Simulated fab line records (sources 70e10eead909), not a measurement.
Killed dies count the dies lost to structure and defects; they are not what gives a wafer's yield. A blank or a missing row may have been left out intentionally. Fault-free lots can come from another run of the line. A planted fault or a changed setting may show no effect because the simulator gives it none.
One fault through the eyes of 2 desks :: flow nand-harc :: each desk has only its own numbers; what lay behind them comes last

## FOR THE TOOL OWNER'S DESK: wet-bench-08
The tool's own readings at NHARC_THIN_TSV_PRECLEAN_41 (cleans in SC1): means of the sampled wafers that have a number, for each lot that ran on this tool. Marked OUT: a lot whose mean sits more than 4 standard deviations from the usual mean, which makes it out of limits; the brackets give that distance.
Columns: A = nh4oh-flow-mL-min at NHARC_THIN_TSV_PRECLEAN_41, usual 28.30; B = sc1-h2o2-end-mol-l at NHARC_THIN_TSV_PRECLEAN_41, usual 0.3698
lot: L401
first seen here: day 24 09:28
A: 28.35
B: 0.3697

lot: L405
first seen here: day 25 16:03
A: 28.36
B: 0.3691

lot: L407
first seen here: day 26 09:04
A: 28.25
B: 0.3695

lot: L408
first seen here: day 26 19:42
A: 28.31
B: 0.3703

lot: L409
first seen here: day 27 13:13
A: 28.27
B: 0.3702

lot: L411
first seen here: day 28 22:29
A: 28.38
B: 0.3705

lot: L414
first seen here: day 29 10:20
A: 28.21
B: 0.3696

lot: L421
first seen here: day 32 01:33
A: 28.24
B: 0.3701

lot: L424
first seen here: day 34 01:59
A: 28.27
B: 0.3699
Finding of this desk: none of the 9 lots has anything out of limits.

## THE DEFECT DESK
For each lot, the counts of the inspections along the route, averaged over the sampled wafers that have a number. Marked OUT: a lot whose mean sits more than 4 standard deviations from the usual mean, which makes it out of limits; the brackets give that distance.
Columns: A = raw-defect-count at NHARC_HYBRID_BOND_INSPECT_06, usual 91
lot: L401
first seen here: day 24 07:46
A: 22

lot: L404
first seen here: day 25 06:28
A: 74

lot: L405
first seen here: day 25 14:22
A: 78

lot: L407
first seen here: day 26 06:11
A: 70

lot: L408
first seen here: day 26 18:01
A: 157

lot: L409
first seen here: day 27 11:28
A: 36

lot: L413
first seen here: day 27 23:37
A: 52

lot: L411
first seen here: day 28 19:36
A: 75

lot: L414
first seen here: day 29 08:38
A: 100

lot: L421
first seen here: day 31 23:34
A: 70

lot: L422
first seen here: day 31 23:34
A: 91

lot: L423
first seen here: day 32 14:01
A: 133

lot: L424
first seen here: day 33 23:04
A: 26
Finding of this desk: none of the 13 lots has anything out of limits.

## ALL TOGETHER
The tool owner's desk saw nothing out of limits.
The defect desk saw nothing out of limits.

## WHAT THE SIMULATOR HAD PUT IN
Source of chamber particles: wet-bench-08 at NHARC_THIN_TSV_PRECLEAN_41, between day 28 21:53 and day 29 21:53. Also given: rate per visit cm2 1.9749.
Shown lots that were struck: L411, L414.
